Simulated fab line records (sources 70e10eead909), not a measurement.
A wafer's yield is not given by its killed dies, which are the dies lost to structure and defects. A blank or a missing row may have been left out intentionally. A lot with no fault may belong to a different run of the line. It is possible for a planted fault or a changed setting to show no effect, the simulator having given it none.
fab line records :: flow nand_harc :: part 2 of 2: steps 24 to 35 of 35
record
  lots=5
  wafers=15
  last_day=23
route steps=1159 shown A_CONTACT@864
lots untouched by any fault: they come from a run of this same line in which no faults occurred
start_h: start of the lot's first displayed wafer, in hours after the record's first day :: wait_h: hours elapsed since this lot's preceding step :: " as in the row above :: L1.1+2: a single row standing in for several wafers :: - no value present, or no start provided :: * or withheld: withheld :: < > ~ a bound
route shown NAME@n: names a module that has steps shown in the file, with the first one's number in the route :: usual: mean/standard deviation taken from wafers without a fault :: same: alike in all rows :: chamber/n: place in a boat :: sites: the reading at each site :: _std_site: their standard deviation :: _edge_site: outer sites' mean less inner sites' :: radius_mm: how far each site lies from the wafer's centre :: mask NAME#n: copy n :: behind: the last tool/chamber to shape the wafer :: hold: why the lot went on hold/how many hours it stayed there/how the hold came to an end :: device: names the non-switching transistor (n, p or np) :: end of line: the route-end tests of the same wafers :: for a step that has no rows: nothing shown but its recipe :: killed: count of dies lost to structure and defects at first sort (not the wafer's yield) :: map: a wafer's dies, marking killed ones x, the rest . and places with no die _
set.NAME: the run value of the setting; set.NAME@STEP: its run value at that earlier step :: model.NAME: the simulator's own value behind a step, which no gauge read
lots seen at some steps along the route; tables by step, rows by wafer
services: a tool's chamber out of use, with start hour (start_h, from the record's first day; less than 0 if before it), hours out, and reason
## steps
# step NHARC_A_CONTACT_HMDS_60
# recipe
  time_s=30
lot.wafer: L077.1+4+6
tool: litho_track-04
chamber: 0
start_h: -
wait_h: -

lot.wafer: L081.1+4+6
tool: litho_track-06
chamber: 0
start_h: -
wait_h: -

lot.wafer: L089.1+4+5
tool: litho_track-01
chamber: 0
start_h: -
wait_h: -

lot.wafer: L094.2+3+5
tool: litho_track-01
chamber: 0
start_h: -
wait_h: -

lot.wafer: L092.3+5+6
tool: litho_track-06
chamber: 0
start_h: -
wait_h: -
# step NHARC_A_CONTACT_COAT_61
# recipe
  temp_c=260
  time_s=75
# usual
  plate_temp_C=259.98/0.16
lot.wafer: L077.1
tool: litho_track-04
chamber: 0
start_h: -
wait_h: -
plate_temp_C: 259.97

lot.wafer: L077.4
tool: litho_track-04
chamber: 0
start_h: -
wait_h: -
plate_temp_C: 259.70

lot.wafer: L077.6
tool: litho_track-04
chamber: 0
start_h: -
wait_h: -
plate_temp_C: 259.69

lot.wafer: L081.1
tool: litho_track-06
chamber: 0
start_h: -
wait_h: -
plate_temp_C: 259.80

lot.wafer: L081.4
tool: litho_track-06
chamber: 0
start_h: -
wait_h: -
plate_temp_C: 259.74

lot.wafer: L081.6
tool: litho_track-06
chamber: 0
start_h: -
wait_h: -
plate_temp_C: 259.69

lot.wafer: L089.1
tool: litho_track-01
chamber: 0
start_h: -
wait_h: -
plate_temp_C: 259.98

lot.wafer: L089.4
tool: litho_track-01
chamber: 0
start_h: -
wait_h: -
plate_temp_C: 260.00

lot.wafer: L089.5
tool: litho_track-01
chamber: 0
start_h: -
wait_h: -
plate_temp_C: 259.85

lot.wafer: L094.2
tool: litho_track-01
chamber: 0
start_h: -
wait_h: -
plate_temp_C: 259.88

lot.wafer: L094.3
tool: litho_track-01
chamber: 0
start_h: -
wait_h: -
plate_temp_C: 260.07

lot.wafer: L094.5
tool: litho_track-01
chamber: 0
start_h: -
wait_h: -
plate_temp_C: 259.98

lot.wafer: L092.3
tool: litho_track-06
chamber: 0
start_h: -
wait_h: -
plate_temp_C: 259.85

lot.wafer: L092.5
tool: litho_track-06
chamber: 0
start_h: -
wait_h: -
plate_temp_C: 260.00

lot.wafer: L092.6
tool: litho_track-06
chamber: 0
start_h: -
wait_h: -
plate_temp_C: 259.93
# step NHARC_A_CONTACT_COAT_62
# recipe
  temp_c=225
  time_s=65
# usual
  plate_temp_C=225.04/0.15
lot.wafer: L077.1
tool: litho_track-04
chamber: 0
start_h: -
wait_h: -
plate_temp_C: 225.48

lot.wafer: L077.4
tool: litho_track-04
chamber: 0
start_h: -
wait_h: -
plate_temp_C: 225.04

lot.wafer: L077.6
tool: litho_track-04
chamber: 0
start_h: -
wait_h: -
plate_temp_C: 225.29

lot.wafer: L081.1
tool: litho_track-06
chamber: 0
start_h: -
wait_h: -
plate_temp_C: 225.18

lot.wafer: L081.4
tool: litho_track-06
chamber: 0
start_h: -
wait_h: -
plate_temp_C: 225.03

lot.wafer: L081.6
tool: litho_track-06
chamber: 0
start_h: -
wait_h: -
plate_temp_C: 225.20

lot.wafer: L089.1
tool: litho_track-01
chamber: 0
start_h: -
wait_h: -
plate_temp_C: 224.99

lot.wafer: L089.4
tool: litho_track-01
chamber: 0
start_h: -
wait_h: -
plate_temp_C: 224.91

lot.wafer: L089.5
tool: litho_track-01
chamber: 0
start_h: -
wait_h: -
plate_temp_C: 225.01

lot.wafer: L094.2
tool: litho_track-01
chamber: 0
start_h: -
wait_h: -
plate_temp_C: 224.97

lot.wafer: L094.3
tool: litho_track-01
chamber: 0
start_h: -
wait_h: -
plate_temp_C: 225.09

lot.wafer: L094.5
tool: litho_track-01
chamber: 0
start_h: -
wait_h: -
plate_temp_C: 224.86

lot.wafer: L092.3
tool: litho_track-06
chamber: 0
start_h: -
wait_h: -
plate_temp_C: 224.85

lot.wafer: L092.5
tool: litho_track-06
chamber: 0
start_h: -
wait_h: -
plate_temp_C: 224.88

lot.wafer: L092.6
tool: litho_track-06
chamber: 0
start_h: -
wait_h: -
plate_temp_C: 225.13
# step NHARC_A_CONTACT_COAT_63
# recipe
  spin_rpm=1500
  resist_thk_nm=90
lot.wafer: L077.1+4+6
tool: litho_track-04
chamber: 0
start_h: -
wait_h: -

lot.wafer: L081.1+4+6
tool: litho_track-06
chamber: 0
start_h: -
wait_h: -

lot.wafer: L089.1+4+5
tool: litho_track-01
chamber: 0
start_h: -
wait_h: -

lot.wafer: L094.2+3+5
tool: litho_track-01
chamber: 0
start_h: -
wait_h: -

lot.wafer: L092.3+5+6
tool: litho_track-06
chamber: 0
start_h: -
wait_h: -
# step NHARC_A_CONTACT_SOFTBAKE_64
# recipe
  temp_c=105
  time_s=55
# usual
  plate_temp_C=104.99/0.14
lot.wafer: L077.1
tool: litho_track-04
chamber: 0
start_h: -
wait_h: -
plate_temp_C: 105.09

lot.wafer: L077.4
tool: litho_track-04
chamber: 0
start_h: -
wait_h: -
plate_temp_C: 104.95

lot.wafer: L077.6
tool: litho_track-04
chamber: 0
start_h: -
wait_h: -
plate_temp_C: 105.11

lot.wafer: L081.1
tool: litho_track-06
chamber: 0
start_h: -
wait_h: -
plate_temp_C: 104.76

lot.wafer: L081.4
tool: litho_track-06
chamber: 0
start_h: -
wait_h: -
plate_temp_C: 104.84

lot.wafer: L081.6
tool: litho_track-06
chamber: 0
start_h: -
wait_h: -
plate_temp_C: 105.02

lot.wafer: L089.1
tool: litho_track-01
chamber: 0
start_h: -
wait_h: -
plate_temp_C: 105.03

lot.wafer: L089.4
tool: litho_track-01
chamber: 0
start_h: -
wait_h: -
plate_temp_C: 105.05

lot.wafer: L089.5
tool: litho_track-01
chamber: 0
start_h: -
wait_h: -
plate_temp_C: 105.02

lot.wafer: L094.2
tool: litho_track-01
chamber: 0
start_h: -
wait_h: -
plate_temp_C: 105.00

lot.wafer: L094.3
tool: litho_track-01
chamber: 0
start_h: -
wait_h: -
plate_temp_C: 104.79

lot.wafer: L094.5
tool: litho_track-01
chamber: 0
start_h: -
wait_h: -
plate_temp_C: 104.76

lot.wafer: L092.3
tool: litho_track-06
chamber: 0
start_h: -
wait_h: -
plate_temp_C: 104.77

lot.wafer: L092.5
tool: litho_track-06
chamber: 0
start_h: -
wait_h: -
plate_temp_C: 104.87

lot.wafer: L092.6
tool: litho_track-06
chamber: 0
start_h: -
wait_h: -
plate_temp_C: 104.95
# step NHARC_A_CONTACT_EBR_65
lot.wafer: L077.1+4+6
tool: litho_track-04
chamber: 0
start_h: -
wait_h: -

lot.wafer: L081.1+4+6
tool: litho_track-06
chamber: 0
start_h: -
wait_h: -

lot.wafer: L089.1+4+5
tool: litho_track-01
chamber: 0
start_h: -
wait_h: -

lot.wafer: L094.2+3+5
tool: litho_track-01
chamber: 0
start_h: -
wait_h: -

lot.wafer: L092.3+5+6
tool: litho_track-06
chamber: 0
start_h: -
wait_h: -
# step NHARC_A_CONTACT_EXPOSE_66
# recipe
  na=1.35
  sigma_outer=0.8
  dose_mj=59.02
  mask_id=A_CC_2
# usual
  focus_offset_nm=-0.1/0.63
# same
  sigma_outer=0.8
lot.wafer: L077.1
tool: arfi_scanner-02
chamber: 0
start_h: 401.11
wait_h: -
mask: A_CC_2#0
focus_offset_nm: 0.1

lot.wafer: L077.4
tool: arfi_scanner-02
chamber: 0
start_h: 401.11
wait_h: -
mask: A_CC_2#0
focus_offset_nm: 1.0

lot.wafer: L077.6
tool: arfi_scanner-02
chamber: 0
start_h: 401.11
wait_h: -
mask: A_CC_2#0
focus_offset_nm: -0.3

lot.wafer: L081.1
tool: arfi_scanner-01
chamber: 0
start_h: 420.28
wait_h: -
mask: A_CC_2#0
focus_offset_nm: -1.1

lot.wafer: L081.4
tool: arfi_scanner-01
chamber: 0
start_h: 420.28
wait_h: -
mask: A_CC_2#0
focus_offset_nm: -0.8

lot.wafer: L081.6
tool: arfi_scanner-01
chamber: 0
start_h: 420.28
wait_h: -
mask: A_CC_2#0
focus_offset_nm: -0.4

lot.wafer: L089.1
tool: arfi_scanner-03
chamber: 0
start_h: 459.53
wait_h: -
mask: A_CC_2#0
focus_offset_nm: -0.7

lot.wafer: L089.4
tool: arfi_scanner-03
chamber: 0
start_h: 459.53
wait_h: -
mask: A_CC_2#0
focus_offset_nm: -0.9

lot.wafer: L089.5
tool: arfi_scanner-03
chamber: 0
start_h: 459.53
wait_h: -
mask: A_CC_2#0
focus_offset_nm: -0.7

lot.wafer: L094.2
tool: arfi_scanner-01
chamber: 0
start_h: 477.12
wait_h: -
mask: A_CC_2#0
focus_offset_nm: -0.8

lot.wafer: L094.3
tool: arfi_scanner-01
chamber: 0
start_h: 477.12
wait_h: -
mask: A_CC_2#0
focus_offset_nm: -1.1

lot.wafer: L094.5
tool: arfi_scanner-01
chamber: 0
start_h: 477.12
wait_h: -
mask: A_CC_2#0
focus_offset_nm: -0.5

lot.wafer: L092.3
tool: arfi_scanner-02
chamber: 0
start_h: 496.41
wait_h: -
mask: A_CC_2#0
focus_offset_nm: 0.3

lot.wafer: L092.5
tool: arfi_scanner-02
chamber: 0
start_h: 496.41
wait_h: -
mask: A_CC_2#0
focus_offset_nm: 0.2

lot.wafer: L092.6
tool: arfi_scanner-02
chamber: 0
start_h: 496.41
wait_h: -
mask: A_CC_2#0
focus_offset_nm: 0.2
# step NHARC_A_CONTACT_PEB_67
# recipe
  peb_temp_c=100
  peb_time_s=65
# usual
  plate_temp_C=100.00/0.15
lot.wafer: L077.1
tool: litho_track-01
chamber: 0
start_h: 401.17
wait_h: 0.1
plate_temp_C: 100.08

lot.wafer: L077.4
tool: litho_track-01
chamber: 0
start_h: 401.17
wait_h: 0.1
plate_temp_C: 100.17

lot.wafer: L077.6
tool: litho_track-01
chamber: 0
start_h: 401.17
wait_h: 0.1
plate_temp_C: 100.14

lot.wafer: L081.1
tool: litho_track-06
chamber: 0
start_h: 420.34
wait_h: 0.1
plate_temp_C: 99.98

lot.wafer: L081.4
tool: litho_track-06
chamber: 0
start_h: 420.34
wait_h: 0.1
plate_temp_C: 100.03

lot.wafer: L081.6
tool: litho_track-06
chamber: 0
start_h: 420.34
wait_h: 0.1
plate_temp_C: 99.96

lot.wafer: L089.1
tool: litho_track-06
chamber: 0
start_h: 459.59
wait_h: 0.1
plate_temp_C: 100.24

lot.wafer: L089.4
tool: litho_track-06
chamber: 0
start_h: 459.59
wait_h: 0.1
plate_temp_C: 100.05

lot.wafer: L089.5
tool: litho_track-06
chamber: 0
start_h: 459.59
wait_h: 0.1
plate_temp_C: 100.15

lot.wafer: L094.2
tool: litho_track-06
chamber: 0
start_h: 477.17
wait_h: 0.1
plate_temp_C: 100.14

lot.wafer: L094.3
tool: litho_track-06
chamber: 0
start_h: 477.17
wait_h: 0.1
plate_temp_C: 100.02

lot.wafer: L094.5
tool: litho_track-06
chamber: 0
start_h: 477.17
wait_h: 0.1
plate_temp_C: 100.04

lot.wafer: L092.3
tool: litho_track-01
chamber: 0
start_h: 496.46
wait_h: 0.0
plate_temp_C: 100.00

lot.wafer: L092.5
tool: litho_track-01
chamber: 0
start_h: 496.46
wait_h: 0.0
plate_temp_C: 100.06

lot.wafer: L092.6
tool: litho_track-01
chamber: 0
start_h: 496.46
wait_h: 0.0
plate_temp_C: 100.25
# step NHARC_A_CONTACT_DEVELOP_68
# recipe
  develop_time_s=35
  dev_temp_c=23
lot.wafer: L077.1+4+6
tool: litho_track-01
chamber: 0
start_h: -
wait_h: -

lot.wafer: L081.1+4+6
tool: litho_track-06
chamber: 0
start_h: -
wait_h: -

lot.wafer: L089.1+4+5
tool: litho_track-06
chamber: 0
start_h: -
wait_h: -

lot.wafer: L094.2+3+5
tool: litho_track-06
chamber: 0
start_h: -
wait_h: -

lot.wafer: L092.3+5+6
tool: litho_track-01
chamber: 0
start_h: -
wait_h: -
# step NHARC_A_CONTACT_CD_MEAS_69
# recipe
  target_cd_nm=200
  landing_energy_ev=500
# usual
  cd_nm=200.1/0.61
lot.wafer: L077.1
tool: cd_sem-03
chamber: 0
start_h: 401.25
wait_h: -
cd_nm: 200.1

lot.wafer: L077.4
tool: cd_sem-03
chamber: 0
start_h: 401.25
wait_h: -
cd_nm: 200.2

lot.wafer: L077.6
tool: cd_sem-03
chamber: 0
start_h: 401.25
wait_h: -
cd_nm: 200.3

lot.wafer: L081.1
tool: cd_sem-02
chamber: 0
start_h: 420.43
wait_h: -
cd_nm: 199.9

lot.wafer: L081.4
tool: cd_sem-02
chamber: 0
start_h: 420.43
wait_h: -
cd_nm: 200.9

lot.wafer: L081.6
tool: cd_sem-02
chamber: 0
start_h: 420.43
wait_h: -
cd_nm: 199.7

lot.wafer: L089.1
tool: cd_sem-03
chamber: 0
start_h: 459.67
wait_h: -
cd_nm: 199.9

lot.wafer: L089.4
tool: cd_sem-03
chamber: 0
start_h: 459.67
wait_h: -
cd_nm: 199.3

lot.wafer: L089.5
tool: cd_sem-03
chamber: 0
start_h: 459.67
wait_h: -
cd_nm: 199.2

lot.wafer: L094.2
tool: cd_sem-02
chamber: 0
start_h: 477.26
wait_h: -
cd_nm: 200.0

lot.wafer: L094.3
tool: cd_sem-02
chamber: 0
start_h: 477.26
wait_h: -
cd_nm: 200.0

lot.wafer: L094.5
tool: cd_sem-02
chamber: 0
start_h: 477.26
wait_h: -
cd_nm: 200.3

lot.wafer: L092.3
tool: cd_sem-02
chamber: 0
start_h: 496.55
wait_h: -
cd_nm: 200.3

lot.wafer: L092.5
tool: cd_sem-02
chamber: 0
start_h: 496.55
wait_h: -
cd_nm: 199.5

lot.wafer: L092.6
tool: cd_sem-02
chamber: 0
start_h: 496.55
wait_h: -
cd_nm: 199.4
# step NHARC_A_CONTACT_OVL_MEAS_70
# usual
  overlay_x_nm=0.0/0.92
  overlay_y_nm=0.1/0.87
lot.wafer: L077.1
tool: overlay-02
chamber: -
start_h: 401.34
wait_h: -
overlay_x_nm: 1.2
overlay_y_nm: 1.1

lot.wafer: L077.4
tool: overlay-02
chamber: -
start_h: 401.34
wait_h: -
overlay_x_nm: 0.5
overlay_y_nm: 0.8

lot.wafer: L077.6
tool: overlay-02
chamber: -
start_h: 401.34
wait_h: -
overlay_x_nm: 1.0
overlay_y_nm: 1.3

lot.wafer: L081.1
tool: overlay-02
chamber: -
start_h: 420.52
wait_h: -
overlay_x_nm: -1.0
overlay_y_nm: -0.1

lot.wafer: L081.4
tool: overlay-02
chamber: -
start_h: 420.52
wait_h: -
overlay_x_nm: -0.8
overlay_y_nm: 0.2

lot.wafer: L081.6
tool: overlay-02
chamber: -
start_h: 420.52
wait_h: -
overlay_x_nm: -1.0
overlay_y_nm: 0.3

lot.wafer: L089.1
tool: overlay-02
chamber: -
start_h: 459.76
wait_h: -
overlay_x_nm: 1.2
overlay_y_nm: 0.5

lot.wafer: L089.4
tool: overlay-02
chamber: -
start_h: 459.76
wait_h: -
overlay_x_nm: 0.9
overlay_y_nm: 0.4

lot.wafer: L089.5
tool: overlay-02
chamber: -
start_h: 459.76
wait_h: -
overlay_x_nm: 1.0
overlay_y_nm: 0.7

lot.wafer: L094.2
tool: overlay-02
chamber: -
start_h: 477.34
wait_h: -
overlay_x_nm: 0.8
overlay_y_nm: 0.1

lot.wafer: L094.3
tool: overlay-02
chamber: -
start_h: 477.34
wait_h: -
overlay_x_nm: 0.1
overlay_y_nm: -0.1

lot.wafer: L094.5
tool: overlay-02
chamber: -
start_h: 477.34
wait_h: -
overlay_x_nm: -0.3
overlay_y_nm: -0.1

lot.wafer: L092.3
tool: overlay-01
chamber: -
start_h: 496.63
wait_h: -
overlay_x_nm: 1.3
overlay_y_nm: -0.7

lot.wafer: L092.5
tool: overlay-01
chamber: -
start_h: 496.63
wait_h: -
overlay_x_nm: 1.3
overlay_y_nm: -1.2

lot.wafer: L092.6
tool: overlay-01
chamber: -
start_h: 496.63
wait_h: -
overlay_x_nm: 0.9
overlay_y_nm: -0.4
# step NHARC_A_CONTACT_INSPECT_71
# usual
  raw_defect_count=24/9.8
lot.wafer: L077.1
tool: defect_inspect-02
chamber: -
start_h: 401.37
wait_h: 0.0
raw_defect_count: 20

lot.wafer: L077.4
tool: defect_inspect-02
chamber: -
start_h: 401.37
wait_h: 0.0
raw_defect_count: 19

lot.wafer: L077.6
tool: defect_inspect-02
chamber: -
start_h: 401.37
wait_h: 0.0
raw_defect_count: 25

lot.wafer: L081.1
tool: defect_inspect-02
chamber: -
start_h: 420.56
wait_h: 0.0
raw_defect_count: 45

lot.wafer: L081.4
tool: defect_inspect-02
chamber: -
start_h: 420.56
wait_h: 0.0
raw_defect_count: 34

lot.wafer: L081.6
tool: defect_inspect-02
chamber: -
start_h: 420.56
wait_h: 0.0
raw_defect_count: 44

lot.wafer: L089.1
tool: defect_inspect-01
chamber: -
start_h: 459.80
wait_h: 0.0
raw_defect_count: 11

lot.wafer: L089.4
tool: defect_inspect-01
chamber: -
start_h: 459.80
wait_h: 0.0
raw_defect_count: 14

lot.wafer: L089.5
tool: defect_inspect-01
chamber: -
start_h: 459.80
wait_h: 0.0
raw_defect_count: 8

lot.wafer: L094.2
tool: defect_inspect-02
chamber: -
start_h: 477.38
wait_h: 0.0
raw_defect_count: 34

lot.wafer: L094.3
tool: defect_inspect-02
chamber: -
start_h: 477.38
wait_h: 0.0
raw_defect_count: 26

lot.wafer: L094.5
tool: defect_inspect-02
chamber: -
start_h: 477.38
wait_h: 0.0
raw_defect_count: 34

lot.wafer: L092.3
tool: defect_inspect-02
chamber: -
start_h: 496.67
wait_h: 0.0
raw_defect_count: 30

lot.wafer: L092.5
tool: defect_inspect-02
chamber: -
start_h: 496.67
wait_h: 0.0
raw_defect_count: 25

lot.wafer: L092.6
tool: defect_inspect-02
chamber: -
start_h: 496.67
wait_h: 0.0
raw_defect_count: 20
## services
tool: pecvd-04
chamber: -
start_h: 376.32
hours: 13.0
kind: pm

tool: rie_diel-11
chamber: 2
start_h: 389.44
hours: 2.3
kind: repair

tool: wet_bench-01
chamber: -
start_h: 389.60
hours: 8.0
kind: pm

tool: rie_diel-11
chamber: 1
start_h: 391.74
hours: 9.9
kind: repair

tool: pecvd-01
chamber: -
start_h: 392.67
hours: 6.3
kind: repair

tool: rie_diel-06
chamber: 1
start_h: 401.58
hours: 7.4
kind: repair

tool: pecvd-02
chamber: 2
start_h: 403.67
hours: 6.9
kind: repair

tool: acl_dep-03
chamber: -
start_h: 408.31
hours: 13.0
kind: pm

tool: wet_bench-07
chamber: -
start_h: 409.08
hours: 6.0
kind: repair

tool: pecvd-02
chamber: 2
start_h: 411.58
hours: 6.3
kind: repair

tool: arfi_scanner-01
chamber: -
start_h: 416.49
hours: 1.0
kind: repair

tool: pecvd-01
chamber: -
start_h: 418.00
hours: 13.0
kind: pm

tool: rie_diel-06
chamber: -
start_h: 418.21
hours: 9.0
kind: pm

tool: arfi_scanner-01
chamber: -
start_h: 424.56
hours: 4.3
kind: repair

tool: arfi_scanner-02
chamber: -
start_h: 428.00
hours: 4.0
kind: pm

tool: litho_track-01
chamber: -
start_h: 443.00
hours: 7.0
kind: pm

tool: wet_bench-07
chamber: -
start_h: 448.00
hours: 8.0
kind: pm

tool: arfi_scanner-01
chamber: -
start_h: 460.47
hours: 8.4
kind: repair

tool: rie_diel-06
chamber: 2
start_h: 465.01
hours: 7.0
kind: repair

tool: litho_track-06
chamber: -
start_h: 467.00
hours: 7.0
kind: pm

tool: rie_diel-11
chamber: 0
start_h: 469.31
hours: 12.6
kind: repair

tool: rie_diel-06
chamber: 3
start_h: 471.49
hours: 6.7
kind: repair

tool: har_cap_etch-03
chamber: -
start_h: 471.93
hours: 0.8
kind: repair

tool: litho_track-04
chamber: -
start_h: 491.00
hours: 7.0
kind: pm
